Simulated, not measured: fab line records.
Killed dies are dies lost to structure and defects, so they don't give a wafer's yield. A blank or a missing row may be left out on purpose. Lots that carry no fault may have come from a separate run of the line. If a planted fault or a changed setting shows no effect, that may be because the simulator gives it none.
fab line records -- flow n5_finfet
record lots=3, wafers=9, last_day=15
route steps=1938 shown BEOL_M4@1099 BEOL_M5@1112 MIM_BOT_ETCH@1866 PASSIVATION@1936
lots with no fault: from the same line, run without faults
start_h: hours from the record's opening day to when the first of the lot's shown wafers began -- wait_h: hours from the lot's prior step to this one -- " repeats the value in the row above -- L1.1+2: one row covering several wafers at once -- - either no value or no given start -- * or withheld: withheld -- < > ~ a bound
route shown NAME@n: a module of which the file shows steps, and the number in the route of the first -- usual: mean and standard deviation over wafers with no fault -- same: alike in all rows -- chamber/n: place in a boat -- sites: readings site by site -- _std_site: the values' standard deviation -- _edge_site: inner sites' mean taken away from outer sites' mean -- radius_mm: how far each site lies from the wafer's centre -- mask NAME#n: copy n -- behind: tool/chamber where the wafer was last shaped -- hold: reason for holding the lot/hours on hold/outcome of the hold -- device: the transistor (n, p or np) that didn't switch -- end of line: at the end of the route, the tests of the same wafers -- a step without rows: its recipe alone -- killed: not the wafer's yield, but the dies lost to structure and defects at the first sort -- map: dies across one wafer; x = killed, . = not, _ = none there
set.NAME: the run value of the setting; set.NAME@STEP: its run value at that earlier step -- model.NAME: the simulator's own value behind a step, which no gauge read
lots at some steps of the route; a table a step, a row a wafer
services: a tool's chamber out of use, with start hour (start_h, from the record's first day; less than 0 if before it), hours out, and reason
## steps
# step N5_BEOL_M4_ANNEAL_95
# recipe temp_c=400, time_s=240, ambient=vacuum
# step N5_BEOL_M4_SPUTTER_96
# recipe material=Cu, target_thk_a=45, temp_c=-20, chamber_pressure_pa=0.07, power_w=withheld, time_s=8.29
# step N5_BEOL_M4_ECD_50
# recipe material=Cu, target_thk_a=3000
# step N5_BEOL_M4_ANNEAL_51
# recipe temp_c=225, time_s=90, ambient=N2
# step N5_BEOL_M4_CMP_52
# recipe stop_on=SiOC, t_overpolish_s=6.8, down_force_psi=1, platen_rpm=50, clearing_platen_down_force_psi=1.5, clearing_platen_rpm=50, post_cmp_clean=cu_alkaline, target_thk_nm=40, clearing_platen_pad_velocity_m_s=0.99484, pad_velocity_m_s=0.99484
# step N5_BEOL_M4_PRE_CLEAN_60
# recipe gas=NH3/H2, time_s=15, temp_c=*, rf_power_w=300
# step N5_BEOL_M4_CO_CAP_55
# recipe material=Co, target_thk_a=20, temp_c=200, precursor=CCTBA/H2, pressure_torr=30, time_s=102.1
# step N5_BEOL_M4_PRE_CLEAN_56
# recipe gas=NH3, time_s=15, temp_c=withheld, rf_power_w=300
# step N5_BEOL_M4_DEP_57
# recipe material=SiCN, target_thk_a=80, temp_c=withheld, precursor=3MS/NH3, pressure_torr=3, rf_w=202, time_s=14
# step N5_BEOL_M4_RC_MEAS_101
# usual DIBL_N=36.2/2, DIBL_P=36.1/2.4, IOFF_N=0.16/0.035, IOFF_P=0.22/0.041, ION_N=675/14, ION_P=465/8.6, SS_N=71.5/0.64, SS_P=73.2/0.76, VT_N=250/3.9, VT_P=-249/3.4
lot.wafer,tool,chamber,start_h,wait_h,DIBL_N[mV/V],DIBL_P[mV/V],IOFF_N[nA/um],IOFF_P[nA/um],ION_N[uA/um],ION_P[uA/um],SS_N[mV/dec],SS_P[mV/dec],VT_N[mV],VT_P[mV]
L157.4,prober-02,0,199.60,0.5,34.2,33.6,0.11,0.15,656,453,71.0,72.7,256,-254
L157.5,prober-02,0,199.60,0.5,31.8,32.2,0.08,0.14,638,450,70.5,72.5,260,-257
L157.6,prober-02,0,199.60,0.5,34.7,35.2,0.12,0.17,657,455,70.5,72.9,253,-252
L160.2,prober-01,0,225.86,0.2,36.4,36.7,0.16,0.25,674,471,71.6,73.3,246,-244
L160.3,prober-01,0,225.86,0.2,36.0,36.4,0.15,0.26,670,471,71.7,72.5,249,-245
L160.6,prober-01,0,225.86,0.2,37.1,37.3,0.17,0.26,676,473,71.8,72.7,249,-244
L165.1,prober-02,0,256.48,0.0,35.1,37.2,0.15,0.26,678,483,71.3,73.0,252,-242
L165.2,prober-02,0,256.48,0.0,36.7,38.3,0.19,0.28,698,484,72.2,73.4,247,-244
L165.5,prober-02,0,256.48,0.0,33.9,35.8,0.14,0.23,685,479,70.9,72.3,251,-248
# step N5_BEOL_M5_ILD_DEP_00
# recipe material=SiCOH_lowk, target_thk_a=1406.4, temp_c=300, precursor=DEMS/porogen, pressure_torr=5, rf_w=500, time_s=25.9
# step N5_BEOL_M5_CURE_79
# recipe temp_c=385, time_s=240, ambient=He/Ar, material=SiCOH_lowk
# step N5_BEOL_M5_PECVD_70
# recipe material=SiO2, target_thk_a=160, temp_c=400, precursor=TEOS/O2, pressure_torr=5.5, rf_w=450, teos_flow_sccm=53.8, gas=O2, flow_sccm=3000, time_s=18
# step N5_BEOL_M5_HM_DEP_02
# recipe material=TiN, target_thk_a=200, temp_c=25, chamber_pressure_pa=0.49996
# step N5_BEOL_M5_COAT_59
# recipe resist=SOC, temp_c=250, time_s=60, spin_rpm=1500, resist_thk_nm=60
# step N5_BEOL_M5_COAT_60
# recipe resist=SiARC, temp_c=220, time_s=60, spin_rpm=1500, resist_thk_nm=12
# step N5_BEOL_M5_COAT_71
# recipe resist=underlayer, temp_c=205, time_s=60, spin_rpm=1500, resist_thk_nm=5
# step N5_BEOL_M5_COAT_05
# recipe resist=CAR-EUV, spin_rpm=1500, resist_thk_nm=30
# step N5_BEOL_M5_EBR_07
# recipe solvent=PGMEA, ebr_width_mm=1.5
# step N5_BEOL_M5_SOFTBAKE_06
# recipe temp_c=110, time_s=60, resist=CAR-EUV
# step N5_BEOL_M5_EXPOSE_08
# recipe mask_id=M5, na=0.33, source_shape=annular, sigma_inner=0.4, sigma_outer=0.8, polarization=unpolarized, target_cd_nm=28, dose_mj=35.75
# step N5_BEOL_M5_PEB_09
# recipe peb_temp_c=100, peb_time_s=60, resist=CAR-EUV
# step N5_BEOL_M5_DEVELOP_10
# recipe develop_time_s=30, developer=TMAH, resist=CAR-EUV, rinse_liquid=surfactant_rinse, dry=air_spin, dev_temp_c=23
# step N5_BEOL_M5_DESCUM_16
# recipe chemistry=O2, time_s=7, source_power_w=50, bias_power_w=20, pressure_mtorr=20, rf_frequency_hz=2.712e+07, temp_c=40, resist=CAR-EUV, o2_flow_sccm=225
# step N5_BEOL_M5_ETCH_72
# recipe chemistry=N2/H2, target=underlayer, target_depth_a=65, mask_material=CAR-EUV, time_s=5.2, ion_energy_ev=200, pressure_mtorr=30, source_w=840, bias_w=150, n2_flow_sccm=200, h2_flow_sccm=200, ends=cleared
# step N5_BEOL_M5_ETCH_61
# recipe chemistry=CF4, target=SiARC, target_depth_a=156, mask_material=CAR-EUV, time_s=26, ion_energy_ev=80, pressure_mtorr=40, source_w=545, bias_w=36, Ar_flow_sccm=100, cf4_flow_sccm=100, ends=cleared
# step N5_BEOL_M5_ETCH_62
# recipe chemistry=N2/H2, target=SOC, target_depth_a=750, overetch_a=150, mask_material=SiARC, temp_c=40, time_s=112.5, ion_energy_ev=200, pressure_mtorr=30, source_w=840, bias_w=150, n2_flow_sccm=200, h2_flow_sccm=200
# step N5_BEOL_M5_STRIP_63
# recipe chemistry=N2/H2, temp_c=40, n2_flow_sccm=200, h2_flow_sccm=200, rf_frequency_hz=6e+07
# step N5_BEOL_M5_STRIP_73
# recipe chemistry=N2/H2, temp_c=40, n2_flow_sccm=200, h2_flow_sccm=200, rf_frequency_hz=6e+07
# step N5_BEOL_M5_STRIP_64
# recipe chemistry=CF4, resist=SiARC, power_w=300, bias_power_w=75, pressure_mtorr=50, cf4_flow_sccm=150, rf_frequency_hz=6e+07
# step N5_BEOL_M5_HM_OPEN_17
# recipe chemistry=Cl2/BCl3, target_depth_a=200, overetch_a=60, target=TiN, mask_material=SOC, ion_energy_ev=150, pressure_mtorr=10, icp_w=1000, bias_w=126, Cl2_flow_sccm=53.25, bcl3_flow_sccm=21.75, Ar_flow_sccm=25
# step N5_BEOL_M5_STRIP_19
# recipe chemistry=O2, power_w=400, temp_c=40, pressure_mtorr=30, rf_frequency_hz=6e+07, bias_power_w=0, overash_fraction=0.2, o2_flow_sccm=225
# step N5_BEOL_M5_COAT_65
# recipe resist=SOC, temp_c=250, time_s=60, spin_rpm=1500, resist_thk_nm=60
# step N5_BEOL_M5_COAT_66
# recipe resist=SiARC, temp_c=220, time_s=60, spin_rpm=1500, resist_thk_nm=12
# step N5_MIM_BOT_ETCH_ETCH_04
# recipe chemistry=CF4/O2, target=SiNx, target_depth_a=260, time_s=13, ion_energy_ev=100, pressure_mtorr=40, source_w=535, bias_w=49, Ar_flow_sccm=100, cf4_flow_sccm=100, O2_flow_sccm=10
# usual drypump_motor_current_A=5.6/0.38, mfc_ar_sccm=100.0/0.32, oes_product_au=0.81/0.092, rf_vpp_V=237/5.2, showerhead_plenum_p_Torr=2.18/0.065, throttle_valve_pct=15.87/0.2
lot.wafer,tool,chamber,start_h,wait_h,drypump_motor_current_A,mfc_ar_sccm,oes_product_au,rf_hours_counter_h,rf_vpp_V,showerhead_plenum_p_Torr,throttle_valve_pct,model.etch.depth_nm,model.coat_of_MIM_BOT_LITHO_COAT_02.thk_nm,model.MIM_BOT_ETCH.cd_offset_nm
L157.4,rie_diel-04,0,298.36,0.0,6.0,99.7,0.97,7,241,2.16,15.71,25.86,*,0
L157.5,rie_diel-04,1,298.36,0.0,5.4,100.3,0.83,-,239,2.13,15.89,26.09,*,0
L157.6,rie_diel-04,2,298.36,0.0,5.5,99.7,0.77,-,239,2.13,15.76,26.02,*,0.2
L160.2,rie_diel-04,2,318.28,0.0,5.5,100.2,0.77,112,240,2.12,15.75,25.94,*,0
L160.3,rie_diel-04,1,318.28,0.0,5.4,99.7,0.61,83,241,2.13,15.85,15.48,*,0.6
L160.6,rie_diel-04,2,318.28,0.0,5.5,100.0,0.76,-,239,2.12,15.78,26.02,*,0
L165.1,rie_diel-03,0,342.19,0.0,6.4,99.5,0.67,245,232,2.18,16.32,25.66,*,0.2
L165.2,rie_diel-03,1,342.19,0.0,5.1,99.9,0.83,69,226,2.22,15.84,26.39,*,-0.4
L165.5,rie_diel-03,0,342.19,0.0,6.4,99.6,0.68,-,231,2.18,16.34,25.77,*,0.2
# step N5_MIM_BOT_ETCH_ETCH_00
# recipe chemistry=Cl2/BCl3, target=TiN, target_depth_a=455, ion_energy_ev=150, pressure_mtorr=10, icp_w=1000, bias_w=126, Cl2_flow_sccm=53.25, bcl3_flow_sccm=21.75, Ar_flow_sccm=25
# usual bcl3_flow_sccm=21.75/0.059, mfc_ar_sccm=25.00/0.072, oes_product_au=0.84/0.07, throttle_valve_pct=21.55/0.19
# same drypump_motor_current_A=6.2
lot.wafer,tool,chamber,start_h,wait_h,bcl3_flow_sccm,mfc_ar_sccm,oes_product_au,rf_hours_counter_h,throttle_valve_pct,model.coat_of_MIM_BOT_LITHO_COAT_02.thk_nm,model.MIM_BOT_ETCH.cd_offset_nm
L157.4,rie_metal-03,0,298.57,0.1,21.79,24.95,0.96,-,21.48,*,0.4
L157.5,rie_metal-03,0,298.57,0.1,21.79,25.08,0.95,-,21.49,*,0.2
L157.6,rie_metal-03,1,298.57,0.1,21.78,24.96,0.88,-,21.80,*,0.4
L160.2,rie_metal-03,1,318.46,0.1,21.80,25.01,0.87,11,21.78,*,0
L160.3,rie_metal-03,1,318.46,0.1,21.81,24.93,0.67,-,22.12,*,0.6
L160.6,rie_metal-03,0,318.46,0.1,21.67,24.78,0.93,-,21.48,*,0
L165.1,rie_metal-03,1,342.37,0.1,21.83,24.91,0.87,13,21.79,*,0.4
L165.2,rie_metal-03,0,342.37,0.1,21.73,24.96,0.92,10,21.51,*,0
L165.5,rie_metal-03,1,342.37,0.1,21.80,25.02,0.86,-,21.80,*,0.4
# step N5_PASSIVATION_PROBE_49
# usual defect_limited_yield=91.1/1.4, killed_at_M0_to_M3=36/9.9, killed_at_M4_up=13/5.8, killed_at_contacts=14/5.9, killed_at_front_end=39/11, killed_at_other=3.4/2.9, killed_dies=105/17, killed_open=70/13, killed_short=34/7.3, sort_bin_5_function=5.3/1, sort_bin_6_memory=3.3/0.62, sort_bin_8_speed=0.01/0.057, sort_n_pass=1075/17, sort_yield_pct=91.1/1.4
# same gross_dies=1180, killed_at_back_side=0, sort_bin_4_leakage[%]=0
lot.wafer,tool,chamber,start_h,wait_h,defect_limited_yield[%],killed_at_M0_to_M3,killed_at_M4_up,killed_at_contacts,killed_at_front_end,killed_at_other,killed_dies,killed_open,killed_short,sort_bin_5_function[%],sort_bin_6_memory[%],sort_bin_8_speed[%],sort_n_pass,sort_yield_pct[%]
L157.4,prober-02,-,306.90,0.2,91.5,19,14,21,35,11,100,61,35,4.8,3.3,0,1080,91.5
L157.5,prober-02,-,306.95,0.2,93.1,29,13,15,19,6,82,55,25,4.4,2.4,0.25,1095,92.8
L157.6,prober-02,-,307.00,0.3,90.7,54,8,17,27,4,110,68,40,5.1,3.6,0,1070,90.7
L160.2,prober-02,-,327.89,0.1,91.9,47,6,10,30,2,95,61,34,4.7,3.1,0,1085,91.9
L160.3,prober-02,-,327.94,0.1,55.3,45,9,9,33,431,527,63,35,40.5,3.8,0,653,55.3
L160.6,prober-02,-,328.09,0.3,91.5,44,13,5,37,1,100,67,32,5.3,3.2,0,1080,91.5
L165.1,prober-02,-,355.09,0.0,90.8,28,14,7,58,1,108,62,46,5.5,3.1,0,1072,90.8
L165.2,prober-02,-,355.14,0.1,90.5,34,15,19,42,2,112,76,36,5.6,3.6,0,1068,90.5
L165.5,prober-02,-,355.29,0.2,92.3,42,5,7,36,1,91,60,31,4.9,2.6,0,1089,92.3
# killed by level:class
L157.4 MOL_CONTACT_COAG:geometric_particle:open=15 FIN_SAQP:geometric_particle:open=11 FIN_SAQP:geometric_particle:short=6 MOL_CONTACT_COAG:geometric_particle:short=6 BEOL_M0_SAQP:geometric_particle:short=6 BEOL_M0_SAQP:geometric_particle:open=5 BEOL_M2:geometric_particle:open=4 BEOL_M5:geometric_particle:open=4
L157.5 MOL_CONTACT_COAG:geometric_particle:open=10 BEOL_M0_SAQP:geometric_particle:short=9 BEOL_M1:geometric_particle:open=6 STI_FIN_REVEAL:geometric_particle:open=5 MOL_CONTACT_COAG:geometric_particle:short=5 BEOL_M2:geometric_particle:open=5 BEOL_M3:geometric_particle:open=5 FIN_SAQP:geometric_particle:open=4
L157.6 BEOL_M0_SAQP:geometric_particle:short=23 MOL_CONTACT_COAG:geometric_particle:open=14 BEOL_M2:geometric_particle:open=13 BEOL_M0_SAQP:geometric_particle:open=8 STI_FIN_REVEAL:geometric_particle:open=5 BEOL_M1:geometric_particle:open=5 GATE_CUT:geometric_particle:open=4 STARTING-WAFER:geometric_particle:open=4
L160.2 BEOL_M0_SAQP:geometric_particle:open=13 BEOL_M0_SAQP:geometric_particle:short=12 BEOL_M3:geometric_particle:open=9 STI_FIN_REVEAL:geometric_particle:open=8 MOL_CONTACT_COAG:geometric_particle:open=7 FIN_SAQP:geometric_particle:short=4 ILD0:geometric_particle:open=4 BEOL_M1:geometric_particle:open=4
L160.3 MIM_BOT_ETCH:area_etch=429 BEOL_M2:geometric_particle:open=10 FIN_SAQP:geometric_particle:short=9 BEOL_M1:geometric_particle:open=9 BEOL_M0_SAQP:geometric_particle:short=8 MOL_CONTACT_COAG:geometric_particle:open=8 BEOL_M0_SAQP:geometric_particle:open=8 STI_FIN_REVEAL:geometric_particle:open=6
L160.6 BEOL_M1:geometric_particle:open=11 STI_FIN_REVEAL:geometric_particle:open=10 BEOL_M0_SAQP:geometric_particle:short=9 BEOL_M0_SAQP:geometric_particle:open=9 BEOL_M2:geometric_particle:open=7 STARTING-WAFER:geometric_particle:short=6 BEOL_M4:geometric_particle:open=5 DUMMY_GATE:geometric_particle:open=4
L165.1 STI_FIN_REVEAL:geometric_particle:open=12 GATE_CUT:geometric_particle:short=12 BEOL_M0_SAQP:geometric_particle:open=12 FIN_SAQP:geometric_particle:open=11 BEOL_M0_SAQP:geometric_particle:short=11 BEOL_M4:geometric_particle:open=8 MOL_CONTACT_COAG:geometric_particle:open=7 GATE_CUT:geometric_particle:open=5
L165.2 BEOL_M0_SAQP:geometric_particle:open=15 MOL_CONTACT_COAG:geometric_particle:open=13 STI_FIN_REVEAL:geometric_particle:open=12 BEOL_M0_SAQP:geometric_particle:short=11 BEOL_M3:geometric_particle:open=7 FIN_SAQP:geometric_particle:open=6 GATE_CUT:geometric_particle:open=6 MOL_CONTACT_COAG:geometric_particle:short=6
L165.5 BEOL_M0_SAQP:geometric_particle:short=16 STI_FIN_REVEAL:geometric_particle:open=13 BEOL_M3:geometric_particle:open=11 BEOL_M0_SAQP:geometric_particle:open=8 MOL_CONTACT_COAG:geometric_particle:open=7 GATE_CUT:geometric_particle:short=6 FIN_SAQP:geometric_particle:open=4 STI_FIN_REVEAL:geometric_particle:short=3
# map L160.3 (x killed, . not)
_________________...xx.x.....________________
______________xx...x............_____________
___________...xxx.x.........x......__________
__________x.xxxx.xxxx.x.....x......._________
________....xxxxxxxxxxx.xxx...x......._______
_______....xxxxxxx.xxxxxxx.xx..........______
______......xx.xxxxxxxxxxxxxx..........._____
_____.......xxxxxxxxxxxxxx.xx.x..........____
____......xxxxxxxxxxxxxxxxxx.x.x..........___
___.......x.xxxxxxxxxxxxxxx..xxx..x.x......__
___.......xxxxxxxxxxxxxxxxxx.xxxx..xx......__
__....x..xxxxxxxxxxxxxxxxxxxx.xxxxxx....x..._
__...x..xxxxxxx.xxxxxxxxxxxxxxxx.x.x....x..._
_.......xxxxx.xxxxxxxxxxxxxxxxxxxx..x.x...x..
_....x.xx.xxxxxxxxxxxxxxx.xxxxxx..x...x......
_.x.xxx.x.xxxxxxxxxxxxxxxxx..x....x....xxxx..
_x.....xxxxxxxxxxxxxxxxxxxxx.x.xxx...x.x....x
_.....xxxxxxx..xxxxxxxxxxx.x...xxx....x...xxx
_x....x.xxxxx.xxxxxxxxxxxxxx..x.............x
_...x.x..xx.x..x.xxxxxxx.xxx.xx...x......x...
_.........x.x.xxxxxxxxxxxxxxxx..x.x.........x
__........x.x...xxxxxxxxxxxxx.xx........x.xx_
__..xx.x.......x.xxxxxxxxxxx.x.............._
___......x......xxxxxxxxxxxxxxxx....x......__
___.x.....xx...x.x.xxxxxxxxxxxx............__
____......xx.....xxxxxxxxxxx..x...........___
_____............x.xxxxxxxxxxx.....x.....____
______............x....x.x.......x......_____
_______x..x.....x.....x.x......x.......______
________.x.......x....x.x.....x......._______
__________......x............x......_________
___________..................x...xx__________
______________.........x........_____________
_________________......x.....________________
# map L157.6 (x killed, . not)
_________________............________________
______________............xx...._____________
___________....................x.x.__________
__________xx........................_________
________.....xx......................._______
_______.....................x..........______
______..x..........x..x....x............_____
_____.....x.x..x.......x.......x.........____
____......x.........x....x.....x......x...___
___..xx....................x...........x...__
___x.......................x..x....x.......__
__...........x.......xxx.............x......_
__.....x....................x...xx.....x...._
_x.................x...........x.....xx......
_.......x.....x.........x....................
_....x.........x.x...x.........x.x.x...xx....
_..............x...............x.....x.......
_....................................x....x..
_............................................
_.........x...x...............x...x..........
_.........................x.......x..........
__.......x...xx...........xx...x............_
__.x.....x.................................x_
___...xx..x................................__
___......x...........x.....................__
____...x................x........x.x......___
_____....x....x.x....x..x......x..x......____
______...x......................x......._____
_______.......x....xx..................______
________..............x..............._______
__________..x...x..x................_________
___________.........x.x..........xx__________
______________..............x..._____________
_________________.x.......x..________________
## services
tool,chamber,start_h,hours,kind
rie_metal-03,1,301.29,4.4,repair
## key
first_sign step=N5_PASSIVATION_PROBE_49, reading=killed_at_other, direction=up, sigmas=99+, usual=3.4, struck=431
effect step=N5_PASSIVATION_PROBE_49, reading=sort_bin_5_function, direction=up, sigmas=34, usual=5.3, struck=40.5
model_effect step=N5_MIM_BOT_ETCH_ETCH_04, value=etch.depth_nm, without=26.36, struck=15.48
model_effect step=N5_MIM_BOT_ETCH_ETCH_00, value=coat_of_MIM_BOT_LITHO_COAT_02.thk_nm, without=*, struck=*
more_kills_born_at N5_MIM_BOT_ETCH_ETCH_04@rie_diel-04=429
met_at N5_MIM_BOT_ETCH_ETCH_04
struck_wafers L160.3
onset_between 298.36 318.28
fault kind=process_parameter_drift, tool=rie_diel-04, chamber=-, onset_h=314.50, steps=N5_MIM_BOT_ETCH_ETCH_04, channel=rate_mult, offset=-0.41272, shape=step, end_h=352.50, scope=struck_wafers_only
